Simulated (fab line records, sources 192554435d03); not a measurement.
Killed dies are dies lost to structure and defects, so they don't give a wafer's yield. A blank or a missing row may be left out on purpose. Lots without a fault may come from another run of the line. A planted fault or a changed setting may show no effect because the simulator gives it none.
Which tool did it? | flow n5_finfet | 10 lots, 30 wafers sampled, at 5 steps of a route of 1938

WHAT THE GAUGES READ, wafer by wafer
The record holds no reading of a measuring or inspecting step that can be judged against a usual standard deviation.

WHICH TOOL RAN EACH LOT (tool, then ch and the chambers of the sampled wafers, then the start)
lot  | N5_MIM_BOT_SPUTTER_00        | N5_MIM_TOP_ALD_01                           | N5_PASSIVATION_PECVD_01         | N5_PASSIVATION_VIA_ETCH_13         | N5_PASSIVATION_PROBE_49
L900 | pvd_sputter-01, day 11 10:37 | ald_hk-03 ch 1,2, day 11 15:58 or earlier   | pecvd-01 ch 0,2, day 11 15:58   | rie_diel-01 ch 0,2, day 11 17:01   | prober-01, day 11 23:01
L901 | pvd_sputter-03, day 11 13:35 | ald_hk-02 ch 1,2, day 11 16:59 or earlier   | pecvd-01 ch 0,1,2, day 11 16:59 | rie_diel-01 ch 2,3, day 11 17:53   | -
L902 | pvd_sputter-03, day 11 17:15 | ald_hk-02 ch 0,3, day 11 20:20 or earlier   | pecvd-03 ch 1,2, day 11 20:20   | rie_diel-01 ch 1,3, day 11 21:26   | -
L903 | pvd_sputter-02, day 12 11:07 | ald_hk-01 ch 1,2,3, day 12 14:44 or earlier | pecvd-04 ch 0,2, day 12 14:44   | rie_diel-01 ch 2,3, day 12 16:23   | -
L909 | pvd_sputter-02, day 14 07:32 | ald_hk-03 ch 0,2,3, day 14 11:59 or earlier | pecvd-04 ch 0,1,2, day 14 11:59 | rie_diel-01 ch 0,1,3, day 14 13:06 | prober-01, day 14 19:34
L911 | pvd_sputter-02, day 14 13:21 | ald_hk-03 ch 0,1,3, day 14 16:34 or earlier | pecvd-01 ch 1,2, day 14 16:34   | rie_diel-01 ch 1,2,3, day 14 17:10 | -
L914 | pvd_sputter-03, day 15 10:01 | ald_hk-01 ch 0,2,3, day 15 12:55 or earlier | pecvd-04 ch 0,2, day 15 12:55   | rie_diel-05 ch 0,1,3, day 15 14:13 | -
L916 | pvd_sputter-01, day 16 02:49 | ald_hk-02 ch 2,3, day 16 05:53 or earlier   | pecvd-01 ch 0,1, day 16 05:53   | rie_diel-05 ch 2,3, day 16 06:48   | prober-02, day 16 14:07
L922 | pvd_sputter-01, day 17 06:41 | ald_hk-02 ch 0,3, day 17 10:05 or earlier   | pecvd-03 ch 0,1, day 17 10:05   | rie_diel-01 ch 0,3, day 17 11:11   | -
L919 | pvd_sputter-01, day 17 07:19 | ald_hk-01 ch 1,2, day 17 11:07 or earlier   | pecvd-04 ch 0,1,2, day 17 11:07 | rie_diel-05 ch 0,3, day 17 11:55   | prober-01, day 17 18:35
- N5_MIM_BOT_SPUTTER_00: material TiN, target thk 35 nm, time 89.7 s.
- N5_MIM_TOP_ALD_01: deposits HfO2, target thk 5.6 nm, pulse time 1 s, purge time 3 s.
- N5_PASSIVATION_PECVD_01: deposits SiNx from SiH4/NH3/N2, target thk 200 nm, time 43.2 s.
- N5_PASSIVATION_VIA_ETCH_13: etches SiO2 in CHF3/O2, target depth 660 nm, time 330 s.
- N5_PASSIVATION_PROBE_49

WHAT THE TOOLS THEMSELVES READ (means of the sampled wafers that have a number; where no wafer has one, the mark that the record gives instead)
N5_MIM_BOT_SPUTTER_00.
lot  | tool           | throttle_valve_pct (%)
L900 | pvd_sputter-01 | 29.7
L901 | pvd_sputter-03 | 30.1
L902 | pvd_sputter-03 | 30.1
L903 | pvd_sputter-02 | 30.1
L909 | pvd_sputter-02 | 30.1
L911 | pvd_sputter-02 | 30.0
L914 | pvd_sputter-03 | 30.2
L916 | pvd_sputter-01 | 30.1
L922 | pvd_sputter-01 | 30.3
L919 | pvd_sputter-01 | 30.4

N5_MIM_TOP_ALD_01.
lot  | tool      | precursor_pulse_height_rel
L900 | ald_hk-03 | 0.999
L901 | ald_hk-02 | 1.002
L902 | ald_hk-02 | 1.011
L903 | ald_hk-01 | 1.002
L909 | ald_hk-03 | 0.982
L911 | ald_hk-03 | 1.004
L914 | ald_hk-01 | 0.986
L916 | ald_hk-02 | 0.989
L922 | ald_hk-02 | 1.000
L919 | ald_hk-01 | 0.999

N5_PASSIVATION_PECVD_01.
lot  | tool     | heater_power_w (W) | showerhead_plenum_p_Torr (Torr) | throttle_valve_pct (%)
L900 | pecvd-01 | 452                | 8.68                            | 28.2
L901 | pecvd-01 | 477                | 8.67                            | 28.4
L902 | pecvd-03 | 371                | 8.74                            | 28.9
L903 | pecvd-04 | 599                | 8.69                            | 28.1
L909 | pecvd-04 | 497                | 8.68                            | 28.6
L911 | pecvd-01 | 479                | 8.65                            | 28.5
L914 | pecvd-04 | 662                | 8.72                            | 28.5
L916 | pecvd-01 | 434                | 8.65                            | 29.1
L922 | pecvd-03 | 387                | 8.67                            | 29.4
L919 | pecvd-04 | 536                | 8.66                            | 28.7

N5_PASSIVATION_VIA_ETCH_13.
lot  | tool        | CHF3_flow_sccm (sccm) | O2_flow_sccm (sccm) | bias_w (W) | drypump_motor_current_A (A) | etch_rf_on_time_s (s) | oes_ar_750_au (a.u.) | oes_product_au (a.u.) | rf_vpp_V (V) | showerhead_plenum_p_Torr (Torr) | throttle_valve_pct (%)
L900 | rie_diel-01 | 50.02                 | 4.991               | 170.4      | 5.7                         | 230                   | 0.79                 | 0.71                  | 525          | 2.36                            | 18.68
L901 | rie_diel-01 | 50.03                 | 4.987               | 170.4      | 5.5                         | 231                   | 0.86                 | 0.77                  | 527          | 2.38                            | 18.59
L902 | rie_diel-01 | 50.10                 | 5.009               | 170.1      | 5.3                         | 232                   | 0.90                 | 0.81                  | 527          | 2.45                            | 18.70
L903 | rie_diel-01 | 49.93                 | 5.006               | 169.8      | 5.3                         | 235                   | 0.88                 | 0.79                  | 525          | 2.42                            | 18.60
L909 | rie_diel-01 | 50.03                 | 5.007               | 170.2      | 5.5                         | 204                   | 0.80                 | 0.82                  | 526          | 2.43                            | 18.85
L911 | rie_diel-01 | 50.02                 | 4.999               | 170.1      | 5.5                         | 170                   | 0.82                 | 0.94                  | 528          | 2.40                            | 18.75
L914 | rie_diel-05 | 50.07                 | 5.003               | 169.9      | 5.8                         | 236                   | 0.80                 | 0.73                  | 518          | 2.39                            | 19.17
L916 | rie_diel-05 | 50.00                 | 5.012               | 169.8      | 5.1                         | 232                   | 0.79                 | 0.71                  | 514          | 2.43                            | 18.74
L922 | rie_diel-01 | 50.07                 | 5.011               | 170.0      | 5.5                         | 235                   | 0.77                 | 0.68                  | 521          | 2.41                            | 18.89
L919 | rie_diel-05 | 50.01                 | 4.997               | 170.1      | 5.5                         | 241                   | 0.78                 | 0.69                  | 518          | 2.37                            | 19.26

N5_PASSIVATION_PROBE_49.
lot  | tool      | defect_limited_yield (%) | killed_at_M0_to_M3 | killed_at_M4_up | killed_at_contacts | killed_at_front_end | killed_at_other | killed_dies | killed_open | killed_short | sort_bin_4_leakage (%) | sort_bin_5_function (%) | sort_bin_6_memory (%) | sort_n_pass | sort_yield_pct (%)
L900 | prober-01 | 91.9                     | 32                 | 16              | 11                 | 32                  | 5.0             | 96          | 65          | 31           | 0.00                   | 4.7                     | 3.1                   | 1084        | 91.9
L909 | prober-01 | 90.7                     | 32                 | 18              | 10                 | 48                  | 2.7             | 110         | 74          | 36           | 0.00                   | 5.4                     | 3.6                   | 1070        | 90.7
L916 | prober-02 | 91.4                     | 26                 | 14              | 16                 | 42                  | 4.3             | 102         | 69          | 31           | 0.00                   | 5.1                     | 3.3                   | 1078        | 91.4
L919 | prober-01 | 91.3                     | 28                 | 12              | 20                 | 40                  | 4.3             | 103         | 71          | 30           | 0.00                   | 5.2                     | 3.1                   | 1077        | 91.3

THE ANSWER, worked out from the rows above alone
Rule: what is usual is taken from the lots themselves. Put in order of their means at a reading, lots are off if they are a third of the lots or fewer, leave a main group of 4 or more, and stand apart from it by a gap of 3 or more times the standard deviation of the main group's means; of several such gaps the widest counts. A main group whose means are all the same, to the digits that the tables above print for the reading, isn't used. A lot without any number at a reading at which 4 lots or more have one is off too. The other lots that the step has rows for count as sound. The gauges are gone through in route order, then the tools' own readings, and for those a lot's mean is taken as printed above. The first step at which some lot is off is used, and at that step the reading that is off furthest; a lot without a number counts as furthest.
Off: L909, L911, at N5_PASSIVATION_VIA_ETCH_13 (etch_rf_on_time_s). The main group: mean 234 s, standard deviation 3.3.
A tool fits if, at that step or a process step before it, it ran every lot that is off, and no sound lot after the first of them. N5_MIM_TOP_ALD_01 gives no start for some lots, so the hours and the order of its lots are those of N5_PASSIVATION_PECVD_01. Can't be told from this: 2 tools fit, pvd_sputter-02 at N5_MIM_BOT_SPUTTER_00, ald_hk-03 at N5_MIM_TOP_ALD_01.

WHAT THE SIMULATOR HAD PUT IN
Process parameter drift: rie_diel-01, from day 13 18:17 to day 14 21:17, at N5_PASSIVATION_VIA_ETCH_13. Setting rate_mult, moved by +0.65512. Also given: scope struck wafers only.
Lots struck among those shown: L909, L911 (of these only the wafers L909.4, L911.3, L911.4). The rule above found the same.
